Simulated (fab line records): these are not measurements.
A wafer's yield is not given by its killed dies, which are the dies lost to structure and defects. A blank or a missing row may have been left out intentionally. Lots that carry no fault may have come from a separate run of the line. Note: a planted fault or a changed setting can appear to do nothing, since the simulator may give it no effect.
fab line records	flow nand_harc
record: lots: 12	wafers: 36	last_day: 33
route steps=1302 shown A_BLC@1128 A_M0@1152
lots with no fault: from the same line, run without faults
start_h: the number of hours between the record's first day and the start of the first shown wafer of the lot	wait_h: hours since the lot's step before	" same as the row above	L1.1+2: several wafers, shown together as one row	- no value, or no start given	* or withheld: withheld	< > ~ a bound
route shown NAME@n: names a module that has steps shown in the file, with the first one's number in the route	usual: mean/standard deviation taken from wafers without a fault	same: alike in all rows	chamber/n: place in a boat	sites: per-site readings	_std_site: standard deviation across them	_edge_site: the outer-site mean with the inner-site mean subtracted	radius_mm: for every site, how far away it sits from the centre of the wafer	mask NAME#n: copy n	behind: the tool/chamber that last shaped the wafer	hold: reason for holding the lot/hours on hold/outcome of the hold	device: the n, p or np transistor that did not switch	end of line: at the end of the route, the tests of the same wafers	where a step has no rows: the recipe by itself	killed: dies lost to structure and defects at the first sort, not the wafer's yield	map: a wafer's dies, x killed, . not, _ none there
set.NAME: setting as actually run; set.NAME@STEP: the setting as run at that earlier step	model.NAME: the simulator's own value behind a step, which no gauge read
the route's steps for a sample of lots (tables are steps, rows are wafers)
services: from which hour (start_h, from the record's first day; less than 0 if before it) a tool's chamber was out of use, for how many hours, and why
== steps ==
step: NHARC_A_BLC_DEGAS_30
recipe: temp_c: 300	time_s: 60
usual: heater_power_w: 477/52	susceptor_temp_C: 300.02/0.21
lot.wafer	tool	chamber	start_h	wait_h	heater_power_w	susceptor_temp_C
L380.4	pvd_sputter-01	-	526.07	-	557	-
L380.1	"	-	"	"	536	-
L380.3	"	-	"	"	486	-
L382.1	pvd_sputter-01	-	533.82	-	529	300.03
L382.3	"	-	"	"	472	300.45
L382.2	"	-	"	"	538	299.95
L381.3	pvd_sputter-03	-	536.87	-	400	299.88
L381.4	"	-	"	"	410	299.61
L381.6	"	-	"	"	487	299.95
L386.1	pvd_sputter-02	-	574.70	-	526	299.76
L386.3	"	-	"	"	480	300.09
L386.6	"	-	"	"	483	300.06
L390.4	pvd_sputter-02	-	629.76	-	527	-
L390.1	"	-	"	"	489	-
L390.3	"	-	"	"	445	-
L392.1	pvd_sputter-02	-	648.83	-	447	300.18
L392.4	"	-	"	"	461	300.18
L392.5	"	-	"	"	567	299.86
L398.3	pvd_sputter-02	-	709.46	-	568	299.74
L398.6	"	-	"	"	453	300.21
L398.5	"	-	"	"	558	299.66
L402.2	pvd_sputter-02	-	724.16	-	569	300.31
L402.4	"	-	"	"	442	300.10
L402.5	"	-	"	"	573	300.43
L400.2	pvd_sputter-01	-	726.95	-	575	299.99
L400.1	"	-	"	"	481	299.86
L400.3	"	-	"	"	482	300.13
L401.4	pvd_sputter-02	-	733.41	-	443	300.29
L401.2	"	-	"	"	464	300.16
L401.5	"	-	"	"	446	299.96
L399.3	pvd_sputter-03	-	742.87	-	490	299.95
L399.2	"	-	"	"	415	299.93
L399.1	"	-	"	"	414	299.73
L403.1	pvd_sputter-01	-	746.54	-	481	300.32
L403.6	"	-	"	"	478	300.18
L403.5	"	-	"	"	479	300.33
step: NHARC_A_M0_ETCH_15
recipe: target_depth_a: 1500	overetch_a: 150	time_s: 82.5	c4f8_flow_sccm: withheld	ar_flow_sccm: 400	rf_w: 600	bias_w: 300	chemistry: C4F8/Ar
usual: oes_product_au: 0.953/0.023	rf_vpp_V: 442.0/1.9
lot.wafer	tool	chamber	start_h	wait_h	oes_product_au	rf_hours_counter_h	rf_vpp_V
L380.4	rie_diel-08	3	-	-	0.949	8.4	444.6
L380.3	"	1	"	"	0.982	7.3	442.8
L380.1	"	2	"	"	0.970	7.3	440.4
L382.2	rie_diel-08	0	-	-	0.919	7.7	440.7
L382.3	"	1	"	"	0.923	7.4	443.3
L382.1	"	3	"	"	0.912	8.5	442.8
L381.4	rie_diel-08	3	-	-	0.915	8.6	444.4
L381.3	"	1	"	"	0.903	7.5	443.4
L381.6	"	3	"	"	0.912	-	445.9
L386.1	rie_diel-08	1	-	-	0.957	0.8	442.8
L386.3	"	2	"	"	0.987	1.2	443.5
L386.6	"	0	"	"	0.958	-	441.9
L390.4	rie_diel-08	0	-	-	0.918	3.1	439.4
L390.3	"	1	"	"	0.918	3.1	443.0
L390.1	"	3	"	"	0.920	3.2	444.1
L392.4	rie_diel-08	3	-	-	0.920	4.1	443.6
L392.1	"	0	"	"	0.910	4.1	442.0
L392.5	"	0	"	"	0.926	-	441.3
L398.3	rie_diel-08	0	-	-	0.953	7.1	440.5
L398.6	"	3	"	"	0.945	-	444.7
L398.5	"	0	"	"	0.968	-	440.5
L402.4	rie_diel-09	3	-	-	0.987	2.0	440.9
L402.2	"	1	"	"	0.960	0.8	442.0
L402.5	"	2	"	"	0.976	-	442.1
L400.2	rie_diel-09	1	-	-	0.960	1.1	440.5
L400.3	"	2	"	"	0.966	2.5	440.8
L400.1	"	3	"	"	0.979	2.6	439.9
L401.4	rie_diel-08	1	-	-	0.968	0.1	444.6
L401.2	"	0	"	"	0.970	0.1	441.5
L401.5	"	2	"	"	0.982	-	441.7
L399.2	rie_diel-08	0	-	-	0.980	0.5	441.4
L399.3	"	2	"	"	0.973	0.8	441.2
L399.1	"	3	"	"	0.949	0.5	445.0
L403.1	rie_diel-08	2	-	-	0.986	0.9	441.7
L403.5	"	3	"	"	0.973	-	445.3
L403.6	"	0	"	"	0.980	-	441.7
step: NHARC_A_M0_CD_MEAS_16
usual: cd_nm: 80.0/0.71
lot.wafer	tool	chamber	start_h	wait_h	cd_nm
L380.1	cd_sem-03	-	528.77	-	79.5
L380.3	"	-	"	"	79.9
L380.4	"	-	"	"	80.4
L382.1	cd_sem-03	-	536.62	-	81.2
L382.2	"	-	"	"	81.3
L382.3	"	-	"	"	81.4
L381.3	cd_sem-01	-	539.63	-	79.8
L381.4	"	-	"	"	79.6
L381.6	"	-	"	"	79.6
L386.1	cd_sem-02	-	577.34	-	80.6
L386.3	"	-	"	"	80.9
L386.6	"	-	"	"	80.8
L390.1	cd_sem-03	-	632.40	-	80.9
L390.3	"	-	"	"	81.2
L390.4	"	-	"	"	80.2
L392.1	cd_sem-01	-	652.05	-	79.7
L392.4	"	-	"	"	79.1
L392.5	"	-	"	"	79.9
L398.3	cd_sem-01	-	712.23	-	80.0
L398.5	"	-	"	"	79.1
L398.6	"	-	"	"	79.8
L402.2	cd_sem-02	-	726.92	-	80.7
L402.4	"	-	"	"	79.9
L402.5	"	-	"	"	79.6
L400.1	cd_sem-03	-	729.58	-	80.4
L400.2	"	-	"	"	80.6
L400.3	"	-	"	"	79.3
L401.2	cd_sem-02	-	736.05	-	79.5
L401.4	"	-	"	"	79.4
L401.5	"	-	"	"	79.6
L399.1	cd_sem-03	-	745.62	-	79.7
L399.2	"	-	"	"	80.0
L399.3	"	-	"	"	79.6
L403.1	cd_sem-02	-	749.47	-	80.8
L403.5	"	-	"	"	79.7
L403.6	"	-	"	"	80.6
step: NHARC_A_M0_ECD_22
recipe: target_thk_a: 4000	bath_temp_c: 25	material: Cu
lot.wafer	tool	chamber	start_h	wait_h
L380.1+4+3	ecd_cu-01	0,0,1	529.80	-
L382.1+2+3	ecd_cu-02	1,0,1	537.60	-
L381.3+4+6	ecd_cu-01	0,1,1	540.75	-
L386.1+3+6	ecd_cu-02	0,0,1	578.42	-
L390.1+4+3	ecd_cu-01	1,0,1	633.43	-
L392.1+4+5	ecd_cu-01	0,0,1	653.03	-
L398.3+6+5	ecd_cu-02	0,1,0	713.34	-
L402.2+4+5	ecd_cu-01	0,1,1	727.89	-
L400.2+1+3	ecd_cu-02	0,1,1	730.61	-
L401.2+4+5	ecd_cu-01	1,0,0	737.08	-
L399.1+2+3	ecd_cu-01	0,1,0	746.60	-
L403.1+6+5	ecd_cu-02	0,1,0	750.54	-
step: NHARC_A_M0_CMP_23
recipe: t_overpolish_s: 20	target_thk_nm: 113.75
usual: motor_current_A: 12.5/1.4	slurry_filter_dp_kPa: 13.50/0.14	time_to_endpoint_s: 28.1/2.1
lot.wafer	tool	chamber	start_h	wait_h	motor_current_A	slurry_filter_dp_kPa	time_to_endpoint_s
L380.4	cmp-03	2	530.52	-	12.3	13.70	26.7
L380.3	"	3	"	"	12.4	13.32	26.6
L380.1	"	1	"	"	12.1	13.77	30.6
L382.3	cmp-04	2	538.32	-	12.6	13.68	27.5
L382.2	"	3	"	"	13.5	13.69	26.8
L382.1	"	0	"	"	15.3	13.37	30.2
L381.4	cmp-03	1	541.45	-	12.3	13.56	30.4
L381.3	"	2	"	"	12.1	13.43	25.2
L381.6	"	0	"	"	10.6	13.72	28.6
L386.3	cmp-03	3	579.09	-	12.8	13.56	26.6
L386.1	"	2	"	"	12.9	13.56	26.7
L386.6	"	0	"	"	10.8	13.37	29.4
L390.3	cmp-03	3	634.10	-	12.8	13.31	25.6
L390.1	"	0	"	"	10.3	13.49	28.1
L390.4	"	2	"	"	11.8	13.34	16.3
L392.1	cmp-04	0	653.75	-	14.8	13.43	16.3
L392.4	"	1	"	"	12.5	13.63	19.5
L392.5	"	0	"	"	15.4	13.54	26.7
L398.3	cmp-03	0	713.91	-	10.9	13.60	27.7
L398.5	"	0	"	"	10.6	13.55	27.9
L398.6	"	1	"	"	11.4	13.37	27.3
L402.4	cmp-01	0	728.67	-	11.2	13.35	28.1
L402.2	"	1	"	"	14.5	13.65	24.7
L402.5	"	2	"	"	11.6	13.34	27.0
L400.1	cmp-01	2	731.37	-	11.6	13.46	27.0
L400.3	"	3	"	"	11.3	13.55	27.5
L400.2	"	0	"	"	11.7	13.22	28.6
L401.4	cmp-04	3	737.83	-	13.2	13.46	30.8
L401.2	"	0	"	"	16.3	13.61	30.2
L401.5	"	2	"	"	13.1	13.14	30.0
L399.3	cmp-04	2	747.59	-	13.4	13.43	24.8
L399.1	"	0	"	"	15.1	13.39	29.8
L399.2	"	1	"	"	12.8	13.46	29.5
L403.1	cmp-04	3	752.32	-	14.5	13.48	28.3
L403.6	"	0	"	"	14.6	13.42	28.4
L403.5	"	1	"	"	12.3	13.36	28.6
== services ==
tool	chamber	start_h	hours	kind
cmp-03	-	504.32	11.6	repair
cmp-04	-	504.35	4.0	pm
ecd_cu-01	-	512.30	8.0	pm
pvd_sputter-02	-	515.26	1.6	repair
pvd_sputter-02	-	520.69	15.5	repair
rie_diel-08	2	534.86	2.9	repair
rie_diel-08	-	544.80	9.0	pm
cmp-03	-	554.00	4.0	pm
ecd_cu-02	-	596.50	8.0	pm
cmp-04	-	602.35	4.0	pm
rie_diel-08	-	620.62	0.9	repair
pvd_sputter-02	-	638.00	10.0	pm
cmp-03	-	648.69	2.1	repair
cmp-03	-	652.00	4.0	pm
ecd_cu-01	-	653.74	1.3	repair
pvd_sputter-02	-	682.77	3.9	repair
ecd_cu-01	-	688.30	8.0	pm
cmp-03	-	694.61	0.8	repair
cmp-04	-	700.35	4.0	pm
ecd_cu-02	-	708.46	2.4	repair
cmp-04	-	710.96	7.2	repair
rie_diel-08	-	721.80	9.0	pm
cmp-04	-	727.14	3.3	repair
rie_diel-08	3	747.45	1.4	repair
== key ==
first_sign: step: NHARC_A_M0_CMP_23	reading: time_to_endpoint_s	direction: down	sigmas: 5.2	usual: *	struck: *
effect none on later readings
met_at NHARC_A_M0_ECD_22
struck_lots L390,L392
struck_wafers L390.4,L392.1,L392.4
not_acting_at NHARC_A_BLC_DEGAS_30,NHARC_A_M0_ETCH_15,NHARC_A_M0_CD_MEAS_16
onset_between 540.75 633.43
fault: kind: process_parameter_drift	tool: ecd_cu-01	chamber: 0	onset_h: 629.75	steps: NHARC_A_M0_ECD_22	channel: target_thk_a	offset: *	shape: step	end_h: 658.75	acts_in: *	stated: *
